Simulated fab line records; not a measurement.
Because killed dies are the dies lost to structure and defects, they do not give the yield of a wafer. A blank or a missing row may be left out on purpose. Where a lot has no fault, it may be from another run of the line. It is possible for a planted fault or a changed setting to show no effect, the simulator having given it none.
Code-filled problem report in 8D (eight disciplines) form || flow n5_finfet || the parts of the form that need people (team, actions taken, sign-off) are left out

## 1. PROBLEM STATEMENT
spin_speed_rpm at N5_MOL_CONTACT_COAG_COAT_62 reads a mean of 1232.7 rpm on 6 wafers of 2 lots; wafers without a fault read 1499.9 rpm with a standard deviation of 1.1. That is -99 or more standard deviations from the usual mean.
The step: time 60 s, resist thk 60 nm.
First observed at day 8 08:03: wafer L798.1, on litho_track-01. The record has a number at this step for 12 wafers belonging to 4 lots. Rule for "out", or "out of limits": more than 4 standard deviations from the usual mean. The other wafers with a number count as sound.

## 2. WHAT THIS IS AND IS NOT
{"question": "which readings at this step", "is": "spin_speed_rpm", "is not": "chill_plate_temp_C, resist_line_temp_C"}
{"question": "which lots", "is": "L798, L802", "is not": "L789, L809"}
{"question": "which wafers of those lots", "is": "all that have a number", "is not": "-"}
{"question": "read on which tools", "is": "litho_track-01", "is not": "litho_track-03"}
{"question": "when", "is": "from day 8 08:03", "is not": "up to then (3 sound wafers); but 3 sound wafers of L809 came after"}

## 3. THE SUSPECTS, EACH WITH WHAT RULES IT OUT
Counting: any tool at a process step up to the reading is kept as a suspect provided that every lot that is out went through it and no sound lot did after the first of them.
- litho_track-01 at N5_MOL_CONTACT_COAG_COAT_62 (time 60 s, resist thk 60 nm): kept. All lots that are out passed through it, beginning with L798 at day 8 08:03, and no sound lot followed; its final sound lot before that point was L789 at day 6 02:59. Its own readings are out on those wafers: spin_speed_rpm.
Remaining after the count: litho_track-01 at N5_MOL_CONTACT_COAG_COAT_62.

## 4. THE CAUSE (what the simulator had put in)
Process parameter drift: litho_track-01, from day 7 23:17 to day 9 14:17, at N5_MOL_CONTACT_COAG_COAT_62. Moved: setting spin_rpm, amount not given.
After counting, this tool was the only one left.

## 5. THE CHAIN OF EFFECTS, in route order
Each row: a reading whose mean over the struck wafers that have a number lies more than 3 standard deviations from the usual. Readings are gone through only where the record gives a usual standard deviation; hours: the median, over the lots, of the time from a lot's start at the first step in this table giving one to that lot's start at this step; sigmas: the change measured in usual standard deviations.
{"hours": 0, "step": "N5_MOL_CONTACT_COAG_COAT_62", "reading": "spin_speed_rpm", "usual": "1499.9 rpm", "on struck wafers": 1232.7, "change": -267.2, "sigmas": "-99 or more"}
Here are the process steps it includes:
- N5_MOL_CONTACT_COAG_COAT_62: time 60 s, resist thk 60 nm.

## 6. WHAT WOULD HAVE CAUGHT IT SOONER
9 hours passed between the start of the fault at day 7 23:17 and the first reading out of limits in this record, taken at day 8 08:03.
